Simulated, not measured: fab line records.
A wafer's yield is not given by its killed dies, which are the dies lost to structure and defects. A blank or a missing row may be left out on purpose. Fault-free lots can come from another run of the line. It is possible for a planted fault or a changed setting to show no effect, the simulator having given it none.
Split-lot trial || flow n5_finfet || 7 lots, 21 wafers read, on a route of 1938 steps

SPLIT DETAILS
At N5_BEOL_M0_SAQP_COAT_08 (resist thk 90 nm), the setting spin_rpm was moved away from the recipe's 1500 rpm on 7 of the 21 wafers read, by -6.0% to +10.3%. This setting was run at the recipe's value on the other wafers.

Reading taken at the split's own step.

THE READING
CAR-ArF_of_BEOL_M0_SAQP_COAT_08.thk_nm (the simulator's own value, which no gauge read), in nm, at N5_BEOL_M0_SAQP_COAT_08 (resist thk 90 nm). There is no usual value for it anywhere in the file. Here, 14 wafers ran the recipe; their average is 89.9 nm with a standard deviation of 0.41 nm.

{"wafer": "L074.1", "tool, chamber at the split": "litho_track-02, 0", "spin_rpm as run, rpm": 1500, "against the recipe": "recipe", "CAR-ArF_of_BEOL_M0_SAQP_COAT_08.thk_nm, nm": 90, "against lot-mates on the recipe": "-"}
{"wafer": "L074.3", "tool, chamber at the split": "litho_track-02, 0", "spin_rpm as run, rpm": 1654, "against the recipe": "+10.3%", "CAR-ArF_of_BEOL_M0_SAQP_COAT_08.thk_nm, nm": 85.6, "against lot-mates on the recipe": -4.4}
{"wafer": "L074.5", "tool, chamber at the split": "litho_track-02, 0", "spin_rpm as run, rpm": 1654, "against the recipe": "+10.3%", "CAR-ArF_of_BEOL_M0_SAQP_COAT_08.thk_nm, nm": 85.6, "against lot-mates on the recipe": -4.4}
{"wafer": "L077.3", "tool, chamber at the split": "litho_track-02, 0", "spin_rpm as run, rpm": 1500, "against the recipe": "recipe", "CAR-ArF_of_BEOL_M0_SAQP_COAT_08.thk_nm, nm": 89.4, "against lot-mates on the recipe": "-"}
{"wafer": "L077.4", "tool, chamber at the split": "litho_track-02, 0", "spin_rpm as run, rpm": 1500, "against the recipe": "recipe", "CAR-ArF_of_BEOL_M0_SAQP_COAT_08.thk_nm, nm": 89.2, "against lot-mates on the recipe": "-"}
{"wafer": "L077.5", "tool, chamber at the split": "litho_track-02, 0", "spin_rpm as run, rpm": 1500, "against the recipe": "recipe", "CAR-ArF_of_BEOL_M0_SAQP_COAT_08.thk_nm, nm": 89.6, "against lot-mates on the recipe": "-"}
{"wafer": "L081.3", "tool, chamber at the split": "litho_track-03, 0", "spin_rpm as run, rpm": 1500, "against the recipe": "recipe", "CAR-ArF_of_BEOL_M0_SAQP_COAT_08.thk_nm, nm": 89.6, "against lot-mates on the recipe": "-"}
{"wafer": "L081.5", "tool, chamber at the split": "litho_track-03, 0", "spin_rpm as run, rpm": 1500, "against the recipe": "recipe", "CAR-ArF_of_BEOL_M0_SAQP_COAT_08.thk_nm, nm": 90, "against lot-mates on the recipe": "-"}
{"wafer": "L081.6", "tool, chamber at the split": "litho_track-03, 0", "spin_rpm as run, rpm": 1500, "against the recipe": "recipe", "CAR-ArF_of_BEOL_M0_SAQP_COAT_08.thk_nm, nm": 89.8, "against lot-mates on the recipe": "-"}
{"wafer": "L085.3", "tool, chamber at the split": "litho_track-02, 0", "spin_rpm as run, rpm": 1500, "against the recipe": "recipe", "CAR-ArF_of_BEOL_M0_SAQP_COAT_08.thk_nm, nm": 89.8, "against lot-mates on the recipe": "-"}
{"wafer": "L085.5", "tool, chamber at the split": "litho_track-02, 0", "spin_rpm as run, rpm": 1500, "against the recipe": "recipe", "CAR-ArF_of_BEOL_M0_SAQP_COAT_08.thk_nm, nm": 89.8, "against lot-mates on the recipe": "-"}
{"wafer": "L085.4", "tool, chamber at the split": "litho_track-02, 0", "spin_rpm as run, rpm": 1500, "against the recipe": "recipe", "CAR-ArF_of_BEOL_M0_SAQP_COAT_08.thk_nm, nm": 89.6, "against lot-mates on the recipe": "-"}
{"wafer": "L089.1", "tool, chamber at the split": "litho_track-05, 0", "spin_rpm as run, rpm": 1410, "against the recipe": "-6.0%", "CAR-ArF_of_BEOL_M0_SAQP_COAT_08.thk_nm, nm": 93.2, "against lot-mates on the recipe": "+2.8"}
{"wafer": "L089.3", "tool, chamber at the split": "litho_track-05, 0", "spin_rpm as run, rpm": 1500, "against the recipe": "recipe", "CAR-ArF_of_BEOL_M0_SAQP_COAT_08.thk_nm, nm": 90.4, "against lot-mates on the recipe": "-"}
{"wafer": "L089.5", "tool, chamber at the split": "litho_track-05, 0", "spin_rpm as run, rpm": 1410, "against the recipe": "-6.0%", "CAR-ArF_of_BEOL_M0_SAQP_COAT_08.thk_nm, nm": 93, "against lot-mates on the recipe": "+2.6"}
{"wafer": "L093.2", "tool, chamber at the split": "litho_track-02, 0", "spin_rpm as run, rpm": 1500, "against the recipe": "recipe", "CAR-ArF_of_BEOL_M0_SAQP_COAT_08.thk_nm, nm": 90, "against lot-mates on the recipe": "-"}
{"wafer": "L093.5", "tool, chamber at the split": "litho_track-02, 0", "spin_rpm as run, rpm": 1581, "against the recipe": "+5.4%", "CAR-ArF_of_BEOL_M0_SAQP_COAT_08.thk_nm, nm": 87.4, "against lot-mates on the recipe": -2.6}
{"wafer": "L093.6", "tool, chamber at the split": "litho_track-02, 0", "spin_rpm as run, rpm": 1581, "against the recipe": "+5.4%", "CAR-ArF_of_BEOL_M0_SAQP_COAT_08.thk_nm, nm": 87.6, "against lot-mates on the recipe": -2.4}
{"wafer": "L096.1", "tool, chamber at the split": "litho_track-03, 0", "spin_rpm as run, rpm": 1445, "against the recipe": "-3.7%", "CAR-ArF_of_BEOL_M0_SAQP_COAT_08.thk_nm, nm": 92.4, "against lot-mates on the recipe": "+1.8"}
{"wafer": "L096.2", "tool, chamber at the split": "litho_track-03, 0", "spin_rpm as run, rpm": 1500, "against the recipe": "recipe", "CAR-ArF_of_BEOL_M0_SAQP_COAT_08.thk_nm, nm": 90.8, "against lot-mates on the recipe": "-"}
{"wafer": "L096.5", "tool, chamber at the split": "litho_track-03, 0", "spin_rpm as run, rpm": 1500, "against the recipe": "recipe", "CAR-ArF_of_BEOL_M0_SAQP_COAT_08.thk_nm, nm": 90.4, "against lot-mates on the recipe": "-"}

THE FIT
A straight line over all 21 wafers: CAR-ArF_of_BEOL_M0_SAQP_COAT_08.thk_nm changes by -0.462 nm for each +1% of spin_rpm; r = -0.98; the points scatter about the line by 0.43 nm.
The same after taking each lot's own level away (the mean of its wafers on the recipe; 21 wafers): -0.442 nm for each +1%; r = -1.00; scatter 0.15 nm.
The reading moves by 4.5 nm for the largest change in spin_rpm, on that fit.
From 89.40 to 90.60 nm: that is the span of the lots' own levels, equal to 2.9 times the standard deviation above.
The two slopes are in agreement: the lot-to-lot level therefore moves the slope only a little.
Check: for one of the wafers moved furthest among these (+10.3%), held out of the fit, the line's prediction against its lot-mates is -4.57 nm. It came out at -4.4 nm against them.

FURTHER SPLITS ON THESE WAFERS
These wafers also went through other splits before the reading. Each is held against what the fit with the lots' levels taken away leaves over:
{"other split on the same wafers": "N5_SDB_COAT_05 spin_rpm", "wafers away from the commonest value": 4, "r with CAR-ArF_of_BEOL_M0_SAQP_COAT_08.thk_nm (lot level and that fit taken away)": -0.23}
{"other split on the same wafers": "N5_HKMG_FIN_COAT_29 spin_rpm", "wafers away from the commonest value": 10, "r with CAR-ArF_of_BEOL_M0_SAQP_COAT_08.thk_nm (lot level and that fit taken away)": -0.19}
{"other split on the same wafers": "N5_HKMG_FIN_ETCH_31 bias_w", "wafers away from the commonest value": 8, "r with CAR-ArF_of_BEOL_M0_SAQP_COAT_08.thk_nm (lot level and that fit taken away)": "+0.33"}
{"other split on the same wafers": "N5_GATE_CUT_DESCUM_18 time_s", "wafers away from the commonest value": 5, "r with CAR-ArF_of_BEOL_M0_SAQP_COAT_08.thk_nm (lot level and that fit taken away)": "+0.33"}
{"other split on the same wafers": "N5_MOL_CONTACT_COAG_ALD_27 time_s", "wafers away from the commonest value": 5, "r with CAR-ArF_of_BEOL_M0_SAQP_COAT_08.thk_nm (lot level and that fit taken away)": -0.03}
{"other split on the same wafers": "N5_BEOL_M0_SAQP_PECVD_04 time_s", "wafers away from the commonest value": 6, "r with CAR-ArF_of_BEOL_M0_SAQP_COAT_08.thk_nm (lot level and that fit taken away)": "+0.12"}

THE FILE'S OWN FIT
CAR-ArF_of_BEOL_M0_SAQP_COAT_08.thk_nm changes by -0.443 nm for each +1% of spin_rpm, r = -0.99.
